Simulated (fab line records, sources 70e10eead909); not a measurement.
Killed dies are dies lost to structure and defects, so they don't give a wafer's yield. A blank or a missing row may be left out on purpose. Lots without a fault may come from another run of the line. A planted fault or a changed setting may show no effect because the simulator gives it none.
Problem report in the 8D (eight disciplines) form, filled by code | flow nand_harc | the parts of the form that need people (team, actions taken, sign-off) are left out

1. THE PROBLEM
killed_at_array at NHARC_END_SORT_01 reads a mean of 674 on 6 wafers of 2 lots; wafers without a fault read 28 with a standard deviation of 8.6. That is +75 standard deviations from the usual mean.
First seen on wafer L684.3, day 20 18:22, on prober-01. The record holds 24 wafers of 8 lots with a number at this step. Rule for "out", or "out of limits": more than 4 standard deviations from the usual mean. The other wafers with a number count as sound.

2. WHAT IT IS AND WHAT IT IS NOT
question                    | is                           | is not
which readings at this step | killed_at_array, killed_dies | killed_at_other, killed_at_periphery
which lots                  | L684, L689                   | L683, L685, L688, L696, L697, L703
which wafers of those lots  | all that have a number       | -
read on which gauges        | prober-01                    | prober-02
when                        | from day 20 18:22            | up to then (6 sound wafers); but 12 sound wafers of L688, L696, L697, L703 came after

3. SUSPECTS, AND WHAT RULES EACH OUT
Counting: a tool at a process step up to the reading stays a suspect if it ran every lot that is out and no sound lot after the first of them.
- the gauge at NHARC_END_SORT_01: ruled out. All the wafers that are out were read on prober-01, but those of them that NHARC_A_STAIRCASE_ETCH_188 has rows for are out there too, on other tools.
- rie_diel-12 at NHARC_A_STAIRCASE_TRIM_26 (chemistry O2, time 211.2 s): kept. It ran every lot that is out, first L684 (day 12 03:13), and no sound lot after that; its last sound lot up to then is L685 (day 11 21:21). NHARC_A_STAIRCASE_TRIM_26 gives no start for some lots, so the hours and the order of its lots are those of NHARC_A_STAIRCASE_DESCUM_186.
- rie_diel-12 at NHARC_A_STAIRCASE_DESCUM_186 (chemistry O2, time 3 s): ruled out as a lasting fault. Sound lots L697, L703 ran on it after its first lot that is out, L684 (day 12 03:13).
- rie_diel-12 at NHARC_A_STAIRCASE_ETCH_188 (etches the open film in C4F8/O2, target depth 100 nm, time 40.5 s): ruled out as a lasting fault. Sound lots L697, L703 ran on it after its first lot that is out, L684 (day 12 03:32).
- rie_diel-12 at NHARC_A_STAIRCASE_TRIM_189 (chemistry O2, time 211.2 s): ruled out as a lasting fault. Sound lots L697, L703 ran on it after its first lot that is out, L684 (day 20 18:22). NHARC_A_STAIRCASE_TRIM_189 gives no start for some lots, so the hours and the order of its lots are those of NHARC_END_SORT_01.
Left after counting: rie_diel-12 at NHARC_A_STAIRCASE_TRIM_26.

4. THE CAUSE (what the simulator had put in)
Process parameter drift: rie_diel-12, from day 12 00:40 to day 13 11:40, at NHARC_A_STAIRCASE_ETCH_188. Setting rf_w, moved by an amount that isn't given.
Counting left only this tool.

5. THE CHAIN OF EFFECTS, in route order
Each row: a reading whose mean over the struck wafers that have a number lies more than 3 standard deviations from the usual. Only readings for which the record gives a usual standard deviation are gone through. hours: the time from each lot's start at the first step in this table that gives one to its start at this step, as a median over the lots. sigmas: the change in usual standard deviations.
hours | step                       | reading         | usual      | on struck wafers | change | sigmas
0     | NHARC_A_STAIRCASE_ETCH_188 | oes_product_au  | 0.935 a.u. | 1.147            | +0.212 | +15
0     | NHARC_A_STAIRCASE_ETCH_188 | rf_fwd_power_W  | 591.5 W    | 831.8            | +240.3 | +80
203   | NHARC_END_SORT_01          | killed_at_array | 28         | 674              | +646   | +75
203   | NHARC_END_SORT_01          | killed_dies     | 32         | 677              | +645   | +74
The process steps in it:
- NHARC_A_STAIRCASE_ETCH_188: etches the open film in C4F8/O2, target depth 100 nm, time 40.5 s.

6. WHAT WOULD HAVE CAUGHT IT SOONER
In this record the first reading out of limits at a measuring or inspecting step was taken at day 20 18:22, 210 hours after the fault began at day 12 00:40.
The tool's own readings at NHARC_A_STAIRCASE_ETCH_188 were out on every struck wafer that the step has a row for (oes_product_au, rf_fwd_power_W): an alarm limit on them would have fired on the first of those.
